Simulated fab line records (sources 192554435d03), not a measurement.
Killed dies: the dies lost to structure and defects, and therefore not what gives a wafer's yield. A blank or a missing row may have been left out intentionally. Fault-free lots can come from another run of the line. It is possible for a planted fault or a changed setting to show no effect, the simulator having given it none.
Split-lot experiment || flow n5_finfet || route with 1938 steps; 7 lots, 39 wafers read

## ON THE SPLIT
At N5_HKMG_FIN_ETCH_54 (etches SiARC in CF4, target depth 45.5 nm, time 75.8 s), the setting source_w was moved away from the recipe's 545 W on 15 of the 39 wafers read, by -17.9% to +5.9%. The other wafers ran this setting at the recipe's value.

Reading taken at the split's own step.

## THE READING
rf_vpp_V, in V, at N5_HKMG_FIN_ETCH_54 (etches SiARC in CF4, target depth 45.5 nm, time 75.8 s). Fault-free wafers of this fab line usually give 184.2 V, standard deviation 1.1 V.

{"wafer": "L079.1", "tool, chamber at the split": "rie_diel-03, 2", "source_w as run, W": 455.6, "against the recipe": "-16.4%", "rf_vpp_V, V": 194.1, "against lot-mates on the recipe": "+9.9"}
{"wafer": "L079.2", "tool, chamber at the split": "rie_diel-03, 1", "source_w as run, W": 545, "against the recipe": "recipe", "rf_vpp_V, V": 182.2, "against lot-mates on the recipe": "-"}
{"wafer": "L079.3", "tool, chamber at the split": "rie_diel-03, 3", "source_w as run, W": 455.6, "against the recipe": "-16.4%", "rf_vpp_V, V": 197.2, "against lot-mates on the recipe": "+13.0"}
{"wafer": "L079.4", "tool, chamber at the split": "rie_diel-03, 0", "source_w as run, W": 455.6, "against the recipe": "-16.4%", "rf_vpp_V, V": 193.6, "against lot-mates on the recipe": "+9.4"}
{"wafer": "L079.5", "tool, chamber at the split": "rie_diel-03, 3", "source_w as run, W": 545, "against the recipe": "recipe", "rf_vpp_V, V": 185.4, "against lot-mates on the recipe": "-"}
{"wafer": "L079.6", "tool, chamber at the split": "rie_diel-03, 2", "source_w as run, W": 545, "against the recipe": "recipe", "rf_vpp_V, V": 185.0, "against lot-mates on the recipe": "-"}
{"wafer": "L087.1", "tool, chamber at the split": "rie_diel-05, 1", "source_w as run, W": 545, "against the recipe": "recipe", "rf_vpp_V, V": 185.4, "against lot-mates on the recipe": "-"}
{"wafer": "L087.2", "tool, chamber at the split": "rie_diel-05, 2", "source_w as run, W": 447.7, "against the recipe": "-17.9%", "rf_vpp_V, V": 197.7, "against lot-mates on the recipe": "+12.9"}
{"wafer": "L087.3", "tool, chamber at the split": "rie_diel-05, 0", "source_w as run, W": 545, "against the recipe": "recipe", "rf_vpp_V, V": 184.9, "against lot-mates on the recipe": "-"}
{"wafer": "L087.4", "tool, chamber at the split": "rie_diel-05, 3", "source_w as run, W": 545, "against the recipe": "recipe", "rf_vpp_V, V": 184.2, "against lot-mates on the recipe": "-"}
{"wafer": "L087.5", "tool, chamber at the split": "rie_diel-05, 3", "source_w as run, W": 447.7, "against the recipe": "-17.9%", "rf_vpp_V, V": 196.7, "against lot-mates on the recipe": "+11.9"}
{"wafer": "L087.6", "tool, chamber at the split": "rie_diel-05, 0", "source_w as run, W": 447.7, "against the recipe": "-17.9%", "rf_vpp_V, V": 198.3, "against lot-mates on the recipe": "+13.5"}
{"wafer": "L088.1", "tool, chamber at the split": "rie_diel-03, 2", "source_w as run, W": 545, "against the recipe": "recipe", "rf_vpp_V, V": 182.3, "against lot-mates on the recipe": "-"}
{"wafer": "L088.2", "tool, chamber at the split": "rie_diel-03, 0", "source_w as run, W": 545, "against the recipe": "recipe", "rf_vpp_V, V": 182.6, "against lot-mates on the recipe": "-"}
{"wafer": "L088.3", "tool, chamber at the split": "rie_diel-03, 1", "source_w as run, W": 545, "against the recipe": "recipe", "rf_vpp_V, V": 183.0, "against lot-mates on the recipe": "-"}
{"wafer": "L088.4", "tool, chamber at the split": "rie_diel-03, 3", "source_w as run, W": 545, "against the recipe": "recipe", "rf_vpp_V, V": 185.8, "against lot-mates on the recipe": "-"}
{"wafer": "L088.5", "tool, chamber at the split": "rie_diel-03, 2", "source_w as run, W": 545, "against the recipe": "recipe", "rf_vpp_V, V": 183.5, "against lot-mates on the recipe": "-"}
{"wafer": "L088.6", "tool, chamber at the split": "rie_diel-03, 3", "source_w as run, W": 545, "against the recipe": "recipe", "rf_vpp_V, V": 184.6, "against lot-mates on the recipe": "-"}
{"wafer": "L089.1", "tool, chamber at the split": "rie_diel-05, 1", "source_w as run, W": 545, "against the recipe": "recipe", "rf_vpp_V, V": 185.1, "against lot-mates on the recipe": "-"}
{"wafer": "L089.4", "tool, chamber at the split": "rie_diel-05, 0", "source_w as run, W": 545, "against the recipe": "recipe", "rf_vpp_V, V": 184.2, "against lot-mates on the recipe": "-"}
{"wafer": "L089.6", "tool, chamber at the split": "rie_diel-05, 3", "source_w as run, W": 545, "against the recipe": "recipe", "rf_vpp_V, V": 184.8, "against lot-mates on the recipe": "-"}
{"wafer": "L092.1", "tool, chamber at the split": "rie_diel-03, 1", "source_w as run, W": 577, "against the recipe": "+5.9%", "rf_vpp_V, V": 180.4, "against lot-mates on the recipe": -4.6}
{"wafer": "L092.2", "tool, chamber at the split": "rie_diel-03, 0", "source_w as run, W": 577, "against the recipe": "+5.9%", "rf_vpp_V, V": 181.2, "against lot-mates on the recipe": -3.8}
{"wafer": "L092.3", "tool, chamber at the split": "rie_diel-03, 3", "source_w as run, W": 545, "against the recipe": "recipe", "rf_vpp_V, V": 186.0, "against lot-mates on the recipe": "-"}
{"wafer": "L092.4", "tool, chamber at the split": "rie_diel-03, 2", "source_w as run, W": 545, "against the recipe": "recipe", "rf_vpp_V, V": 184.5, "against lot-mates on the recipe": "-"}
{"wafer": "L092.5", "tool, chamber at the split": "rie_diel-03, 2", "source_w as run, W": 577, "against the recipe": "+5.9%", "rf_vpp_V, V": 180.1, "against lot-mates on the recipe": -4.9}
{"wafer": "L092.6", "tool, chamber at the split": "rie_diel-03, 3", "source_w as run, W": 545, "against the recipe": "recipe", "rf_vpp_V, V": 184.5, "against lot-mates on the recipe": "-"}
{"wafer": "L094.1", "tool, chamber at the split": "rie_diel-03, 1", "source_w as run, W": 545, "against the recipe": "recipe", "rf_vpp_V, V": 182.5, "against lot-mates on the recipe": "-"}
{"wafer": "L094.2", "tool, chamber at the split": "rie_diel-03, 2", "source_w as run, W": 482.1, "against the recipe": "-11.5%", "rf_vpp_V, V": 191.6, "against lot-mates on the recipe": "+8.1"}
{"wafer": "L094.3", "tool, chamber at the split": "rie_diel-03, 3", "source_w as run, W": 482.1, "against the recipe": "-11.5%", "rf_vpp_V, V": 193.5, "against lot-mates on the recipe": "+10.0"}
{"wafer": "L094.4", "tool, chamber at the split": "rie_diel-03, 2", "source_w as run, W": 545, "against the recipe": "recipe", "rf_vpp_V, V": 183.9, "against lot-mates on the recipe": "-"}
{"wafer": "L094.5", "tool, chamber at the split": "rie_diel-03, 1", "source_w as run, W": 482.1, "against the recipe": "-11.5%", "rf_vpp_V, V": 191.6, "against lot-mates on the recipe": "+8.1"}
{"wafer": "L094.6", "tool, chamber at the split": "rie_diel-03, 3", "source_w as run, W": 545, "against the recipe": "recipe", "rf_vpp_V, V": 184.1, "against lot-mates on the recipe": "-"}
{"wafer": "L096.1", "tool, chamber at the split": "rie_diel-05, 2", "source_w as run, W": 498.1, "against the recipe": "-8.6%", "rf_vpp_V, V": 190.0, "against lot-mates on the recipe": "+4.9"}
{"wafer": "L096.2", "tool, chamber at the split": "rie_diel-05, 1", "source_w as run, W": 545, "against the recipe": "recipe", "rf_vpp_V, V": 185.5, "against lot-mates on the recipe": "-"}
{"wafer": "L096.3", "tool, chamber at the split": "rie_diel-05, 3", "source_w as run, W": 498.1, "against the recipe": "-8.6%", "rf_vpp_V, V": 190.6, "against lot-mates on the recipe": "+5.5"}
{"wafer": "L096.4", "tool, chamber at the split": "rie_diel-05, 0", "source_w as run, W": 545, "against the recipe": "recipe", "rf_vpp_V, V": 185.8, "against lot-mates on the recipe": "-"}
{"wafer": "L096.5", "tool, chamber at the split": "rie_diel-05, 1", "source_w as run, W": 545, "against the recipe": "recipe", "rf_vpp_V, V": 184.1, "against lot-mates on the recipe": "-"}
{"wafer": "L096.6", "tool, chamber at the split": "rie_diel-05, 0", "source_w as run, W": 498.1, "against the recipe": "-8.6%", "rf_vpp_V, V": 191.7, "against lot-mates on the recipe": "+6.6"}

THE FIT
A straight line over all 39 wafers: rf_vpp_V changes by -0.695 V for each +1% of source_w; r = -0.98; the points scatter about the line by 1.1 V.
The same after taking each lot's own level away (the mean of its wafers on the recipe; 39 wafers): -0.701 V for each +1%; r = -0.98; scatter 1 V.
The reading moves by 13 V for the largest change in source_w, on that fit.
The span of the lots' own levels, 183.50 to 185.13 V, comes to 1.5 times the standard deviation stated above.
So the lot-to-lot level changes the slope little: the two slopes agree.
Check: for one of the wafers moved furthest among these (-17.9%), held out of the fit, the line's prediction against its lot-mates is +12.4 V. It came out at +12.9 V against them.
Tool readings at the split's step, against how far the setting was moved: etch_rf_on_time_s r = -0.96; rf_vpp_V r = -0.98.

## THE WHOLE CHAIN: every reading that the file lists as answering this split, in the file's order
{"step": "N5_HKMG_FIN_ETCH_54", "what it does": "etches SiARC in CF4, target depth 45.5 nm, time 75.8 s", "reading": "etch_rf_on_time_s", "change (the file's fit)": "withheld for each +1% of the setting", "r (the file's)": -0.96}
{"step": "N5_HKMG_FIN_ETCH_54", "what it does": "etches SiARC in CF4, target depth 45.5 nm, time 75.8 s", "reading": "rf_vpp_V", "change (the file's fit)": "-0.698 V for each +1% of the setting", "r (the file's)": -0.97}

## FILE'S OWN FIT
rf_vpp_V changes by -0.698 V for each +1% of source_w, r = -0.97.
